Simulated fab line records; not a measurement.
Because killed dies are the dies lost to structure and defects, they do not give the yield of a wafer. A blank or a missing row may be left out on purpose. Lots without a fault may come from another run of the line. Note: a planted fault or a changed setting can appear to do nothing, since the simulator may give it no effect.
fab line records | flow nandHarc | part 2 of 2: steps 33 to 43 of 43
record lots=5 | wafers=15 | lastDay=24
route steps=1159 shown P_ZERO_WELL@25
lots that met no fault: taken from a fault-free run of the same line
startH: the number of hours between the record's first day and the start of the first shown wafer of the lot | waitH: time in hours since the lot's previous step | " repeats the value in the row above | L1.1+2: several wafers, shown together as one row | - no value present, or no start provided | * or withheld: withheld | < > ~ a bound
route shown NAME@n: NAME is a module with steps in the file, n the number in the route of the first one | usual: the fault-free wafers' mean and standard deviation | same: alike in all rows | chamber/n: place in a boat | sites: each site's reading | _std_site: the values' standard deviation | _edge_site: the outer-site mean with the inner-site mean subtracted | radiusMm: how far each site lies from the wafer's centre | mask NAME#n: copy n | behind: the most recent tool/chamber to have shaped the wafer | hold: why the lot went on hold/how many hours it stayed there/how the hold came to an end | device: names the non-switching transistor (n, p or np) | end of line: the route-end tests of the same wafers | a step given without rows: its recipe and nothing more | killed: dies lost to structure and defects at the first sort, not the wafer's yield | map: dies across one wafer; x = killed, . = not, _ = none there
set.NAME: setting as actually run; set.NAME@STEP: the setting as run at that earlier step | model.NAME: the simulator's own value behind a step, which no gauge read
lots at some steps of the route; a table a step, a row a wafer
services: a tool's chamber out of use, with start hour (startH, from the record's first day; less than 0 if before it), hours out, and reason
## steps
# step NHARC_P_ZERO_WELL_PEB_50
# recipe pebTempC=118 | pebTimeS=85
# same pebTimeS=85
lot.wafer  | tool          | chamber | startH | waitH
L077.1+2+5 | lithoTrack-02 | 0       | 35.51  | 0.1
L084.1+2+5 | lithoTrack-02 | 0       | 77.83  | 0.1
L085.3+5+6 | lithoTrack-05 | 0       | 83.57  | 0.1
L086.2+4+5 | lithoTrack-05 | 0       | 89.81  | 0.1
L094.3+5+6 | lithoTrack-05 | 0       | 137.65 | 0.0
# step NHARC_P_ZERO_WELL_DEVELOP_51
# recipe timeS=70
lot.wafer  | tool          | chamber | startH | waitH
L077.1+2+5 | lithoTrack-02 | 0       | -      | -
L084.1+2+5 | lithoTrack-02 | 0       | -      | -
L085.3+5+6 | lithoTrack-05 | 0       | -      | -
L086.2+4+5 | lithoTrack-05 | 0       | -      | -
L094.3+5+6 | lithoTrack-05 | 0       | -      | -
# step NHARC_P_ZERO_WELL_CD_MEAS_52
# recipe targetCdNm=2000 | landingEnergyEv=500
# usual cdNm=2000.2/2.1
lot.wafer | tool     | chamber | startH | waitH | cdNm
L077.1    | cdSem-02 | 0       | 35.60  | -     | 2000.2
L077.2    | "        | 0       | "      | "     | 1995.9
L077.5    | "        | 0       | "      | "     | 2001.3
L084.1    | cdSem-01 | 0       | 77.92  | -     | 2000.4
L084.2    | "        | 0       | "      | "     | 1999.2
L084.5    | "        | 0       | "      | "     | 1999.0
L085.3    | cdSem-01 | 0       | 83.67  | -     | 1998.0
L085.5    | "        | 0       | "      | "     | 1998.8
L085.6    | "        | 0       | "      | "     | 1999.9
L086.2    | cdSem-01 | 0       | 89.90  | -     | 2000.6
L086.4    | "        | 0       | "      | "     | 1998.3
L086.5    | "        | 0       | "      | "     | 2002.5
L094.3    | cdSem-01 | 0       | 137.75 | -     | 2000.3
L094.5    | "        | 0       | "      | "     | 2000.4
L094.6    | "        | 0       | "      | "     | 2001.0
# step NHARC_P_ZERO_WELL_HARDBAKE_53
# recipe tempC=125 | timeS=80
lot.wafer  | tool          | chamber | startH | waitH
L077.1+2+5 | lithoTrack-02 | 0       | 35.68  | -
L084.1+2+5 | lithoTrack-02 | 0       | 78.00  | -
L085.3+5+6 | lithoTrack-05 | 0       | 83.75  | -
L086.2+4+5 | lithoTrack-07 | 0       | 89.98  | -
L094.3+5+6 | lithoTrack-02 | 0       | 137.83 | -
# step NHARC_P_ZERO_WELL_DESCUM_54
# recipe timeS=3 | o2FlowSccm=200 | arFlowSccm=0 | biasPowerW=0 | chemistry=O2
# usual chamberPressureMTorr=60.02/0.15 | drypumpMotorCurrentA=5.9/0.43 | oesProductAu=1.001/0.015 | rfVppV=57.7/0.92 | showerheadPlenumPTorr=1.90/0.084 | throttleValvePct=11.311/0.0099
lot.wafer | tool       | chamber | startH | waitH | chamberPressureMTorr | drypumpMotorCurrentA | oesProductAu | rfHoursCounterH | rfVppV | showerheadPlenumPTorr | throttleValvePct
L077.2    | rieDiel-13 | 0       | 35.76  | -     | 59.93                | 5.9                  | 1.005        | 3.9             | 56.5   | 1.79                  | 11.327
L077.1    | "          | 1       | "      | "     | 59.93                | 5.8                  | 0.994        | 4.7             | 58.8   | 2.00                  | 11.313
L077.5    | "          | 1       | "      | "     | 60.09                | 5.8                  | 0.998        | -               | 59.7   | 2.00                  | 11.314
L084.1    | rieDiel-05 | 0       | 78.09  | -     | 60.00                | 6.3                  | 0.998        | 5.9             | 58.1   | 1.90                  | 11.312
L084.2    | "          | 3       | "      | "     | 59.96                | 5.2                  | 1.029        | 6.1             | 56.9   | 1.81                  | 11.295
L084.5    | "          | 1       | "      | "     | 60.02                | 6.6                  | 0.984        | -               | 58.1   | 1.91                  | 11.311
L085.3    | rieDiel-04 | 2       | 83.82  | -     | 59.94                | 6.0                  | 0.987        | 7.0             | 58.5   | 1.84                  | 11.307
L085.5    | "          | 2       | "      | "     | 60.01                | 6.0                  | 0.982        | -               | 57.9   | 1.84                  | 11.302
L085.6    | "          | 3       | "      | "     | 59.96                | 5.3                  | 1.001        | -               | 58.8   | 2.02                  | 11.315
L086.2    | rieDiel-05 | 3       | 90.10  | -     | 60.01                | 5.2                  | 1.017        | 6.3             | 56.8   | 1.81                  | 11.312
L086.5    | "          | 0       | "      | "     | 59.99                | 6.4                  | 0.989        | -               | 57.0   | 1.90                  | 11.296
L086.4    | "          | 2       | "      | "     | 59.98                | 5.6                  | 0.995        | -               | 56.6   | 1.91                  | 11.312
L094.3    | rieDiel-04 | 0       | 137.90 | -     | 60.05                | 6.1                  | 1.019        | 2.1             | 57.1   | 1.98                  | 11.311
L094.5    | "          | 0       | "      | "     | 59.98                | 6.1                  | 1.017        | -               | 57.4   | 1.98                  | 11.315
L094.6    | "          | 1       | "      | "     | 59.96                | 5.7                  | 1.006        | -               | 59.9   | 2.05                  | 11.306
# step NHARC_P_ZERO_WELL_IMPLANT_55
# recipe energyKev=180 | doseCm2=8e+11 | tiltDeg=7
# usual beamOnS=9.99/0.2 | doseIonsCm2=7.999e+11/7.9e+08
lot.wafer | tool         | chamber | startH | waitH | beamOnS | doseIonsCm2
L077.1    | implanter-01 | 0       | 35.91  | 0.1   | 10.17   | 7.996e+11
L077.2    | "            | 0       | "      | "     | 9.96    | 7.993e+11
L077.5    | "            | 0       | "      | "     | 9.78    | 7.991e+11
L084.1    | implanter-02 | 0       | 78.24  | 0.1   | 9.99    | 7.999e+11
L084.2    | "            | 0       | "      | "     | 9.95    | 7.988e+11
L084.5    | "            | 0       | "      | "     | 10.04   | 8e+11
L085.3    | implanter-01 | 0       | 84.03  | 0.2   | 9.80    | 8.007e+11
L085.5    | "            | 0       | "      | "     | 9.77    | 8.013e+11
L085.6    | "            | 0       | "      | "     | 9.96    | 8.003e+11
L086.2    | implanter-01 | 0       | 90.39  | 0.3   | 9.92    | 8.009e+11
L086.4    | "            | 0       | "      | "     | 9.88    | 7.989e+11
L086.5    | "            | 0       | "      | "     | 10.35   | 8.004e+11
L094.3    | implanter-02 | 0       | 138.11 | 0.2   | 9.79    | 8.006e+11
L094.5    | "            | 0       | "      | "     | 10.03   | 8.003e+11
L094.6    | "            | 0       | "      | "     | 10.16   | 7.988e+11
# step NHARC_P_ZERO_WELL_IMPLANT_61
# recipe energyKev=30 | doseCm2=5e+11 | tiltDeg=7
# usual beamOnS=9.99/0.2 | doseIonsCm2=5e+11/6e+08
lot.wafer | tool         | chamber | startH | waitH | beamOnS | doseIonsCm2
L077.1    | implanter-01 | 0       | 36.09  | 0.2   | 9.96    | 4.996e+11
L077.2    | "            | 0       | "      | "     | 10.08   | 4.999e+11
L077.5    | "            | 0       | "      | "     | 9.80    | 4.999e+11
L084.1    | implanter-02 | 0       | 78.42  | 0.1   | 10.14   | 5e+11
L084.2    | "            | 0       | "      | "     | 10.02   | 5e+11
L084.5    | "            | 0       | "      | "     | 9.94    | 5.004e+11
L085.3    | implanter-01 | 0       | 84.21  | 0.1   | 9.93    | 4.998e+11
L085.5    | "            | 0       | "      | "     | 9.82    | 5.002e+11
L085.6    | "            | 0       | "      | "     | 10.23   | 4.994e+11
L086.2    | implanter-01 | 0       | 90.57  | 0.1   | 10.00   | 4.998e+11
L086.4    | "            | 0       | "      | "     | 9.79    | 5.009e+11
L086.5    | "            | 0       | "      | "     | 9.99    | 5.002e+11
L094.3    | implanter-02 | 0       | 138.29 | 0.1   | 9.86    | 4.989e+11
L094.5    | "            | 0       | "      | "     | 9.96    | 4.991e+11
L094.6    | "            | 0       | "      | "     | 10.01   | 4.994e+11
# step NHARC_P_ZERO_WELL_STRIP_56
# recipe timeS=840 | tempC=130 | chemistry=SPM
# usual tempC=129.97/0.14
lot.wafer | tool        | chamber | startH | waitH | tempC
L077.5    | wetBench-02 | 1       | 36.30  | 0.1   | 129.87
L077.1    | "           | 2       | "      | "     | 129.89
L077.2    | "           | 3       | "      | "     | 129.85
L084.2    | wetBench-03 | 3       | 78.63  | 0.2   | 129.91
L084.5    | "           | 6       | "      | "     | 129.89
L084.1    | "           | 7       | "      | "     | 130.23
L085.3    | wetBench-02 | 0       | 84.37  | 0.1   | 129.89
L085.6    | "           | 1       | "      | "     | 129.87
L085.5    | "           | 5       | "      | "     | 129.73
L086.4    | wetBench-06 | 7       | 90.77  | 0.1   | 130.05
L086.2    | "           | 1       | "      | "     | 129.89
L086.5    | "           | 2       | "      | "     | 130.04
L094.3    | wetBench-03 | 6       | 138.46 | 0.1   | 129.77
L094.6    | "           | 7       | "      | "     | 129.89
L094.5    | "           | 1       | "      | "     | 129.98
# step NHARC_P_ZERO_WELL_PRECLEAN_68
# recipe timeS=60 | tempC=50 | bathAgeMin=0 | chemistry=SC1
# usual diwFlowMLMin=1415/3.8 | tempC=49.98/0.11
lot.wafer | tool        | chamber | startH | waitH | diwFlowMLMin | tempC
L077.5    | wetBench-02 | 1       | -      | -     | 1415         | 50.03
L077.1    | "           | 2       | "      | "     | 1407         | 50.11
L077.2    | "           | 3       | "      | "     | 1410         | 49.95
L084.2    | wetBench-03 | 3       | -      | -     | 1420         | 49.74
L084.5    | "           | 6       | "      | "     | 1414         | 49.86
L084.1    | "           | 7       | "      | "     | 1413         | 50.09
L085.3    | wetBench-02 | 0       | -      | -     | 1415         | 50.08
L085.6    | "           | 1       | "      | "     | 1411         | 50.08
L085.5    | "           | 5       | "      | "     | 1423         | 49.86
L086.4    | wetBench-06 | 7       | -      | -     | 1413         | 49.88
L086.2    | "           | 1       | "      | "     | 1413         | 49.88
L086.5    | "           | 2       | "      | "     | 1417         | 50.03
L094.3    | wetBench-03 | 6       | -      | -     | 1416         | 49.98
L094.6    | "           | 7       | "      | "     | 1422         | 50.04
L094.5    | "           | 1       | "      | "     | 1417         | 49.77
# step NHARC_P_ZERO_WELL_SRD_69
lot.wafer  | tool        | chamber | startH | waitH
L077.5+1+2 | wetBench-02 | 1,2,3   | -      | -
L084.2+5+1 | wetBench-03 | 3,6,7   | -      | -
L085.3+6+5 | wetBench-02 | 0,1,5   | -      | -
L086.4+2+5 | wetBench-06 | 7,1,2   | -      | -
L094.3+6+5 | wetBench-03 | 6,7,1   | -      | -
# step NHARC_P_ZERO_WELL_RTA_42
# recipe tempC=1100 | timeS=300
# usual lampPowerPct=37.5/3 | wafer_temp_C_max=1106.6/1.4
lot.wafer | tool         | chamber | startH | waitH | lampPowerPct | wafer_temp_C_max
L077.1    | rtpAnneal-02 | 0       | 36.74  | -     | 33.7         | 1105.9
L077.2    | "            | 0       | "      | "     | 33.7         | 1104.1
L077.5    | "            | 0       | "      | "     | 33.7         | 1103.8
L084.1    | rtpAnneal-01 | 0       | 79.07  | -     | 39.8         | 1106.9
L084.2    | "            | 0       | "      | "     | 39.8         | 1106.9
L084.5    | "            | 0       | "      | "     | 39.8         | 1108.0
L085.3    | rtpAnneal-02 | 0       | 85.25  | -     | 33.7         | 1107.4
L085.5    | "            | 0       | "      | "     | 33.7         | 1105.7
L085.6    | "            | 0       | "      | "     | 33.7         | 1105.9
L086.2    | rtpAnneal-02 | 0       | 91.39  | -     | 33.7         | 1104.5
L086.4    | "            | 0       | "      | "     | 33.6         | 1105.3
L086.5    | "            | 0       | "      | "     | 33.7         | 1105.0
L094.3    | rtpAnneal-01 | 0       | 139.10 | -     | 39.7         | 1104.9
L094.5    | "            | 0       | "      | "     | 39.7         | 1107.9
L094.6    | "            | 0       | "      | "     | 39.7         | 1105.0
## services
tool          | chamber | startH | hours | kind
implanter-02  | -       | 10.69  | 2.4   | repair
wetBench-02   | 0       | 12.00  | -     | consumableReplace:bath
wetBench-02   | 0       | 12.00  | -     | consumableReplace:filter
wetBench-02   | 1       | 12.00  | -     | consumableReplace:bath
wetBench-02   | 1       | 12.00  | -     | consumableReplace:filter
wetBench-02   | 2       | 12.00  | -     | consumableReplace:bath
wetBench-02   | 2       | 12.00  | -     | consumableReplace:filter
wetBench-02   | 3       | 12.00  | -     | consumableReplace:bath
lithoTrack-07 | -       | 14.00  | 7.0   | pm
rieDiel-13    | 2       | 39.08  | 6.7   | repair
krfScanner-03 | -       | 44.62  | 7.2   | repair
lithoTrack-05 | -       | 62.00  | 7.0   | pm
rieDiel-05    | 1       | 68.26  | 2.9   | repair
krfScanner-03 | -       | 74.83  | 1.8   | repair
krfScanner-02 | -       | 77.34  | 4.0   | pm
krfScanner-01 | -       | 84.00  | 4.0   | pm
implanter-02  | -       | 87.67  | 13.0  | pm
rieDiel-05    | 1       | 89.00  | 6.6   | repair
krfScanner-03 | -       | 93.72  | 6.3   | repair
rieDiel-04    | -       | 111.90 | 9.0   | pm
krfScanner-01 | -       | 122.40 | 4.9   | repair
rieDiel-13    | -       | 126.02 | 9.0   | pm
wetBench-06   | -       | 129.61 | 8.0   | pm
implanter-01  | -       | 132.52 | 2.9   | repair
